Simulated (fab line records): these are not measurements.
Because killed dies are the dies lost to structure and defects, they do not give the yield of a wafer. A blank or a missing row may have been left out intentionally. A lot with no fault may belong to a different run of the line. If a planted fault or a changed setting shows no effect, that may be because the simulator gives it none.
One fault through the eyes of 3 desks :: flow n5 finfet :: numbers are kept per desk, each desk with only its own; the story behind them comes last

THE DEFECT DESK
Counts from the inspections along the route, per lot, as means over the sampled wafers that have a number. The brackets show how far a lot's mean lies from the usual mean; more than 4 standard deviations puts the lot out of limits, marked OUT.
Columns: A = raw defect count at N5_BEOL_M11_INSPECT_30, usual 393
lot: L601
first seen here: day 12 00:37
A: 305

lot: L604
first seen here: day 13 10:03
A: 408

lot: L605
first seen here: day 13 13:31
A: 432

lot: L611
first seen here: day 14 17:35
A: 469

lot: L617
first seen here: day 15 19:00
A: 353

lot: L614
first seen here: day 15 20:05
A: 302
This desk's verdict: no lot among the 6 shows anything out of limits.

METROLOGY DESK
What the gauges read for every lot (on any tool): the sampled wafers with a number, averaged. The brackets show how far a lot's mean lies from the usual mean; more than 4 standard deviations puts the lot out of limits, marked OUT.
Columns: A = cd nm at N5_BEOL_M11_CD_MEAS_28, usual 70.9 nm; B = V10_OVL at N5_BEOL_M11_OVL_MEAS_29, usual -0.2 nm
lot: L601
first seen here: day 12 00:33
A: 70.5
B: 0.4

lot: L604
first seen here: day 13 09:59
A: 70.9
B: 0.0

lot: L605
first seen here: day 13 13:28
A: 70.9
B: 0.4

lot: L611
first seen here: day 14 17:32
A: 71.1
B: 0.9

lot: L617
first seen here: day 15 18:57
A: 71.6
B: -0.2

lot: L614
first seen here: day 15 20:01
A: 71.8
B: -0.9
This desk's verdict: no lot among the 6 shows anything out of limits.

DESK OF THE TOOL OWNER: rie diel-05
The tool's own readings at N5_BEOL_M11_VIA_ETCH_34 (etches SiCOH lowk in C4F6/O2, target depth 184.5 nm, time 69.2 s): means of the sampled wafers that have a number, for each lot that ran on this tool. The brackets show how far a lot's mean lies from the usual mean; more than 4 standard deviations puts the lot out of limits, marked OUT.
Columns: A = drypump motor current A at N5_BEOL_M11_VIA_ETCH_34, usual 5.7 A; B = oes product au at N5_BEOL_M11_VIA_ETCH_34, usual 0.79 a.u.; C = rf vpp V at N5_BEOL_M11_VIA_ETCH_34, usual 664 V; D = run length s at N5_BEOL_M11_VIA_ETCH_34, usual 92.5 s; E = showerhead plenum p Torr at N5_BEOL_M11_VIA_ETCH_34, usual 2.86 Torr; F = throttle valve pct at N5_BEOL_M11_VIA_ETCH_34, usual 21.04 %
lot: L601
first seen here: day 12 00:51
A: 5.9
B: 0.77
C: 665
D: 92.3
E: 2.88
F: 21.12

lot: L604
first seen here: day 13 10:17
A: 5.8
B: 0.79
C: 658
D: 98.1 (+13) OUT
E: 2.83
F: 20.96

lot: L605
first seen here: day 13 13:45
A: 5.9
B: 0.74
C: 662
D: 98.2 (+13) OUT
E: 2.91
F: 21.27
Finding of this desk: L604, L605 out of limits; the first was L604 at day 13 10:17, on run length s at N5_BEOL_M11_VIA_ETCH_34. Within limits: L601.

BROUGHT TOGETHER
At day 13 10:17, on L604, L605, the tool owner's desk was in a position to raise an alarm.
Nothing out of limits was seen by the defect desk.
The metrology desk saw nothing out of limits.
The defect desk has L604, L605 on record, within its limits.
The metrology desk holds a record of L604, L605, inside its limits.
Of the lots named, all ran N5_BEOL_M11_VIA_ETCH_34 on rie diel-05.

WHAT THE SIMULATOR HAD INSERTED
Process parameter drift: rie diel-05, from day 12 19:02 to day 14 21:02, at N5_BEOL_M11_VIA_ETCH_34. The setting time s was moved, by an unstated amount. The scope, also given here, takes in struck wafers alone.
Lots struck among those shown: L604, L605.
Each desk's first reading out of limits, in hours after the fault started: the tool owner's desk, 15.
